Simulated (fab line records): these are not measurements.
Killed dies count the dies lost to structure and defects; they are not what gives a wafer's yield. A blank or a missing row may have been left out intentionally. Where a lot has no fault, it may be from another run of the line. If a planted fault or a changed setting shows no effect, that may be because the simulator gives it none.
Matching of chambers / flow n5 finfet / 4 sister chambers for N5_BEOL_M11_ETCH_65 on rie diel-06
The step etches SiARC in CF4, target depth 39 nm, time 65 s. 4 wafers are shown with their chamber, then 8 later ones without.

== WAFERS WITH THEIR CHAMBER ==
wafer=L083.2; chamber=1; showerhead plenum p Torr (Torr)=2.09
wafer=L092.1; chamber=0; showerhead plenum p Torr (Torr)=2.21
wafer=L094.5; chamber=2; showerhead plenum p Torr (Torr)=2.12
wafer=L095.1; chamber=3; showerhead plenum p Torr (Torr)=2.24

== WAFERS WHOSE CHAMBER IS MISSING ==
wafer=L095.4; showerhead plenum p Torr (Torr)=2.12
wafer=L095.6; showerhead plenum p Torr (Torr)=2.24
wafer=L097.1; showerhead plenum p Torr (Torr)=2.12
wafer=L097.3; showerhead plenum p Torr (Torr)=2.08
wafer=L097.6; showerhead plenum p Torr (Torr)=2.12
wafer=L096.2; showerhead plenum p Torr (Torr)=2.21
wafer=L096.3; showerhead plenum p Torr (Torr)=2.12
wafer=L096.4; showerhead plenum p Torr (Torr)=2.08

== WHICH CHAMBER EACH ONE RAN IN ==
wafer=L095.4; from the rows above=2; in truth=2
wafer=L095.6; from the rows above=3; in truth=3
wafer=L097.1; from the rows above=2; in truth=2
wafer=L097.3; from the rows above=1; in truth=1
wafer=L097.6; from the rows above=2; in truth=2
wafer=L096.2; from the rows above=0; in truth=0
wafer=L096.3; from the rows above=2; in truth=2
wafer=L096.4; from the rows above=1; in truth=1
Correctly placed: 8 of 8. Left unplaced by these rows: 0. Wrongly placed: 0.
How it was worked out, from the rows above alone: a wafer's distance from a chamber is the root of the sum, over the readings, of the square of ((its reading less the chamber's mean) divided by the reading's scatter). If the next closest chamber is less than 2 further off than the closest, the wafer can't be placed; otherwise it belongs to the closest. For every chamber, the mean is computed from those of its wafers that are shown. The scatter: with one shown wafer a chamber, the root of the mean of the squares of how far each hidden wafer lies from its nearest shown one.
